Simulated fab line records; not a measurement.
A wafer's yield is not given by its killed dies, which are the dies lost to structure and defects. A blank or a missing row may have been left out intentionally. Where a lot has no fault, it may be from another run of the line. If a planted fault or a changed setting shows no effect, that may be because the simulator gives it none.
Check of tool commonality + flow n5 finfet + 10 lots and 29 wafers in the sample

## WHY THIS WAS OPENED
N5_BEOL_M2_OVL_MEAS_12, reading M2_OVL: flagged on 2 of 10 lots. Wafers without a fault read 0.4 nm, standard deviation 0.73.
Rule: a lot is flagged when every wafer of it that has a number lies more than 4 standard deviations from that mean, or none has a number. The rest of the lots are taken to be sound.

| lot  | measured     | on         | M2_OVL (nm), wafer by wafer | flag    |
|------|--------------|------------|-----------------------------|---------|
| L785 | day 6 14:38  | overlay-01 | 1.2 0.9 0.3                 |         |
| L786 | day 7 05:01  | overlay-01 | 0.7 0.7 0.9                 |         |
| L793 | day 8 21:23  | overlay-02 | 0.7 0.5 0.8                 |         |
| L798 | day 9 22:14  | overlay-02 | 0.6 -0.2 0.6                |         |
| L797 | day 10 08:02 | overlay-02 | 13.3 12.8 13.3              | FLAGGED |
| L800 | day 10 17:04 | overlay-01 | 13.2 13.1 13.5              | FLAGGED |
| L801 | day 11 06:48 | overlay-02 | 0.7 0.7 0.5                 |         |
| L802 | day 11 06:50 | overlay-01 | 0.1 0.6 0.0                 |         |
| L804 | day 12 03:36 | overlay-02 | -0.2 -0.3                   |         |
| L805 | day 12 03:39 | overlay-01 | 1.3 1.4 1.2                 |         |
Average over the flagged lots: 13.2 nm; offset from the usual +12.8 nm, equal to +18 standard deviations.

## WHICH TOOL RAN EACH LOT
3 process steps preceding the reading are held in the record, out of 1938 steps in the route. Cell contents, in order: the tool; ch with the chambers the sampled wafers went through; the start.
| lot  | flag    | N5_BEOL_M1_ANNEAL_95         | N5_BEOL_M2_PECVD_72             | N5_BEOL_M2_EXPOSE_08              |
|------|---------|------------------------------|---------------------------------|-----------------------------------|
| L785 |         | pvd sputter-01, day 6 11:25  | pecvd-01 ch 0, day 6 12:51      | euv scanner-01 ch 0, day 6 14:29  |
| L786 |         | pvd sputter-02, day 7 01:14  | pecvd-01 ch 0,2, day 7 02:43    | euv scanner-02 ch 0, day 7 04:51  |
| L793 |         | pvd sputter-02, day 8 18:39  | pecvd-04 ch 0,1,2, day 8 20:02  | euv scanner-02 ch 0, day 8 21:14  |
| L798 |         | pvd sputter-02, day 9 19:54  | pecvd-03 ch 1,2, day 9 21:15    | euv scanner-02 ch 0, day 9 22:04  |
| L797 | FLAGGED | pvd sputter-02, day 10 04:58 | pecvd-01 ch 1,2, day 10 06:21   | euv scanner-02 ch 0, day 10 07:52 |
| L800 | FLAGGED | pvd sputter-02, day 10 13:20 | pecvd-01 ch 0,2, day 10 14:44   | euv scanner-02 ch 0, day 10 16:54 |
| L801 |         | pvd sputter-01, day 11 04:35 | pecvd-03 ch 0,1,2, day 11 06:00 | euv scanner-01 ch 0, day 11 06:38 |
| L802 |         | pvd sputter-03, day 11 05:00 | pecvd-04 ch 0,1, day 11 06:22   | euv scanner-01 ch 0, day 11 06:41 |
| L804 |         | pvd sputter-03, day 12 01:00 | pecvd-04 ch 0,1, day 12 02:25   | euv scanner-01 ch 0, day 12 03:26 |
| L805 |         | pvd sputter-02, day 12 01:13 | pecvd-04 ch 0,1,2, day 12 02:36 | euv scanner-01 ch 0, day 12 03:29 |
What these steps do:
- N5_BEOL_M1_ANNEAL_95: time 240 s.
- N5_BEOL_M2_PECVD_72: deposits SiO2 from TEOS/O2, target thk 16 nm, time 18 s.
- N5_BEOL_M2_EXPOSE_08: exposes mask M2.
- N5_BEOL_M2_OVL_MEAS_12

## FLAGGED AGAINST TOTAL, ONE TOOL AT A TIME (gauges that did the reading follow at the end)
| step                   | tool           | lots run | flagged | share of the flagged lots | sound lots run after its first flagged lot |
|------------------------|----------------|----------|---------|---------------------------|--------------------------------------------|
| N5_BEOL_M1_ANNEAL_95   | pvd sputter-01 | 2        | 0       | none                      | -                                          |
| N5_BEOL_M1_ANNEAL_95   | pvd sputter-02 | 6        | 2       | all                       | 1 (L805)                                   |
| N5_BEOL_M1_ANNEAL_95   | pvd sputter-03 | 2        | 0       | none                      | -                                          |
| N5_BEOL_M2_PECVD_72    | pecvd-01       | 4        | 2       | all                       | 0                                          |
| N5_BEOL_M2_PECVD_72    | pecvd-03       | 2        | 0       | none                      | -                                          |
| N5_BEOL_M2_PECVD_72    | pecvd-04       | 4        | 0       | none                      | -                                          |
| N5_BEOL_M2_EXPOSE_08   | euv scanner-01 | 5        | 0       | none                      | -                                          |
| N5_BEOL_M2_EXPOSE_08   | euv scanner-02 | 5        | 2       | all                       | 0                                          |
| N5_BEOL_M2_OVL_MEAS_12 | overlay-01     | 5        | 1       | some                      | 2 (L802,L805)                              |
| N5_BEOL_M2_OVL_MEAS_12 | overlay-02     | 5        | 1       | some                      | 2 (L801,L804)                              |

## WHAT IS ALLOWED BY THE TABLE
3 rows of the table ran every flagged lot: pvd sputter-02 at N5_BEOL_M1_ANNEAL_95, pecvd-01 at N5_BEOL_M2_PECVD_72, euv scanner-02 at N5_BEOL_M2_EXPOSE_08.
- pvd sputter-02 at N5_BEOL_M1_ANNEAL_95 ran 6 lots, 2 of them flagged. After the first flagged lot (L805), sound lots still ran on it; a lasting fault on the whole tool would not permit that.
- pecvd-01 at N5_BEOL_M2_PECVD_72 ran 4 lots, 2 of them flagged. It ran its last sound lot, L786, at day 7 02:43 and its first flagged lot, L797, at day 10 06:21: a fault with its onset between the two fits.
- euv scanner-02 at N5_BEOL_M2_EXPOSE_08 ran 5 lots, 2 of them flagged. It ran its last sound lot, L798, at day 9 22:04 and its first flagged lot, L797, at day 10 07:52: a fault with its onset between the two fits.
Because each of these 2 tools fits a fault that began at some hour, counting lots does not separate them. More lots, or a look at what each step does to the wafer, might.

## WHAT WAS PUT IN BY THE SIMULATOR
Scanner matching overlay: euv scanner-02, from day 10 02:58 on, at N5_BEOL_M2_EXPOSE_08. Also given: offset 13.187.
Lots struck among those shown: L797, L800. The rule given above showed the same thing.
